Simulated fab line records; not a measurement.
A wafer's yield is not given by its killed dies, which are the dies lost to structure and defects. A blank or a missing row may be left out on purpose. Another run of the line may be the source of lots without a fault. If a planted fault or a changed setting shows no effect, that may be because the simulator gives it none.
Split-lot trial + flow n5Finfet + 21 wafers read from 7 lots, route of 1938 steps

== ON THE SPLIT ==
At N5_BEOL_M7_TRENCH_ETCH_37 (etches SiCOH lowk in C4F6/O2, target depth 93.478 nm, time 31.2 s), the setting timeS was moved away from the recipe's 31.2 s on 2 of the 21 wafers read, by -19.5% to +22.0%. This setting was run at the recipe's value on the other wafers.

== FROM THE SPLIT TO THE READING: what the file shows between them, 2 steps ==
- N5_BEOL_M7_ETCH_41: etches SiCN in CH3F/O2, target depth 31.9 nm, time 57.8 s
- N5_BEOL_M7_STRIP_80: strips in N2/H2, time 10 s

== THE READING ==
trenchDepthNm, in nm, at N5_BEOL_M7_OCD_MEAS_38. A value of 93.6 nm with a standard deviation of 1.3 nm is what fault-free wafers of this fab line usually give.

| wafer  | tool, chamber at the split | timeS as run, s | against the recipe | trenchDepthNm, nm | against lot-mates on the recipe |
|--------|----------------------------|-----------------|--------------------|-------------------|---------------------------------|
| L074.3 | rieDiel-06, 3              | 31.2            | recipe             | 91.5              | -                               |
| L074.4 | rieDiel-06, 0              | 31.2            | recipe             | 95.2              | -                               |
| L074.6 | rieDiel-06, 2              | 25.13           | -19.5%             | 74.8              | -18.5                           |
| L076.2 | rieDiel-05, 0              | 31.2            | recipe             | 94.4              | -                               |
| L076.3 | rieDiel-05, 1              | 38.05           | +22.0%             | 109.4             | +17.0                           |
| L076.6 | rieDiel-05, 1              | 31.2            | recipe             | 90.5              | -                               |
| L077.2 | rieDiel-06, 1              | 31.2            | recipe             | 94.4              | -                               |
| L077.3 | rieDiel-06, 0              | 31.2            | recipe             | 94.4              | -                               |
| L077.4 | rieDiel-06, 2              | 31.2            | recipe             | 92.4              | -                               |
| L078.1 | rieDiel-02, 2              | 31.2            | recipe             | 95.0              | -                               |
| L078.2 | rieDiel-02, 0              | 31.2            | recipe             | 95.4              | -                               |
| L078.5 | rieDiel-02, 1              | 31.2            | recipe             | 93.5              | -                               |
| L079.1 | rieDiel-06, 2              | 31.2            | recipe             | 92.2              | -                               |
| L079.3 | rieDiel-06, 1              | 31.2            | recipe             | 94.5              | -                               |
| L079.5 | rieDiel-06, 2              | 31.2            | recipe             | 91.8              | -                               |
| L096.1 | rieDiel-02, 2              | 31.2            | recipe             | 94.3              | -                               |
| L096.3 | rieDiel-02, 1              | 31.2            | recipe             | 91.5              | -                               |
| L096.6 | rieDiel-02, 1              | 31.2            | recipe             | 92.3              | -                               |
| L097.1 | rieDiel-06, 2              | 31.2            | recipe             | 90.1              | -                               |
| L097.2 | rieDiel-06, 3              | 31.2            | recipe             | 93.3              | -                               |
| L097.6 | rieDiel-06, 3              | 31.2            | recipe             | 93.1              | -                               |

THE FIT
A straight line over all 21 wafers: trenchDepthNm changes by +0.83 nm for each +1% of timeS; r = +0.96; the points scatter about the line by 1.7 nm.
The same after taking each lot's own level away (the mean of its wafers on the recipe; 21 wafers): +0.852 nm for each +1%; r = +0.97; scatter 1.5 nm.
The reading moves by 19 nm for the largest change in timeS, on that fit.
From 92.17 to 94.63 nm: that is the span of the lots' own levels, equal to 1.9 times the standard deviation above.
Hence the lot-to-lot level has little effect on the slope; both slopes agree.
Check: with one of the wafers moved furthest among these (+22.0%) left out of the fit, the line predicts +20.9 nm for it against its lot-mates. Against them it came out at +17 nm.

== OTHER SPLITS ON THESE WAFERS ==
Other splits were also applied to these wafers ahead of the reading. Each is held against what the fit with the lots' levels taken away leaves over:
| other split on the same wafers    | wafers away from the commonest value | r with trenchDepthNm (lot level and that fit taken away) |
|-----------------------------------|--------------------------------------|----------------------------------------------------------|
| N5_BEOL_M3_DEP_57 timeS           | 5                                    | -0.16                                                    |
| N5_BEOL_M4_ILD_DEP_00 timeS       | 7                                    | +0.05                                                    |
| N5_BEOL_M5_COAT_66 spinRpm        | 6                                    | -0.19                                                    |
| N5_BEOL_M5_COAT_22 spinRpm        | 5                                    | -0.09                                                    |
| N5_BEOL_M5_TRENCH_ETCH_37 sourceW | 8                                    | -0.28                                                    |
| N5_BEOL_M5_ETCH_41 sourceW        | 7                                    | +0.13                                                    |
| N5_BEOL_M6_TRENCH_ETCH_37 biasW   | 5                                    | -0.44                                                    |

== THE WHOLE CHAIN: every reading that the file lists as answering this split, in the file's order ==
| step                      | what it does                                                      | reading                                                                 | change (the file's fit)               | r (the file's) |
|---------------------------|-------------------------------------------------------------------|-------------------------------------------------------------------------|---------------------------------------|----------------|
| N5_BEOL_M7_TRENCH_ETCH_37 | etches SiCOH lowk in C4F6/O2, target depth 93.478 nm, time 31.2 s | BEOL_M7.featureDepthNm (the simulator's own value, which no gauge read) | +0.846 nm for each +1% of the setting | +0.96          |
| N5_BEOL_M7_TRENCH_ETCH_37 | etches SiCOH lowk in C4F6/O2, target depth 93.478 nm, time 31.2 s | etch.depthNm (the simulator's own value, which no gauge read)           | +0.844 nm for each +1% of the setting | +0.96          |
| N5_BEOL_M7_OCD_MEAS_38    |                                                                   | trenchDepthNm                                                           | +0.851 nm for each +1% of the setting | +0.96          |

== FILE'S OWN FIT ==
trenchDepthNm changes by +0.851 nm for each +1% of timeS, r = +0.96.
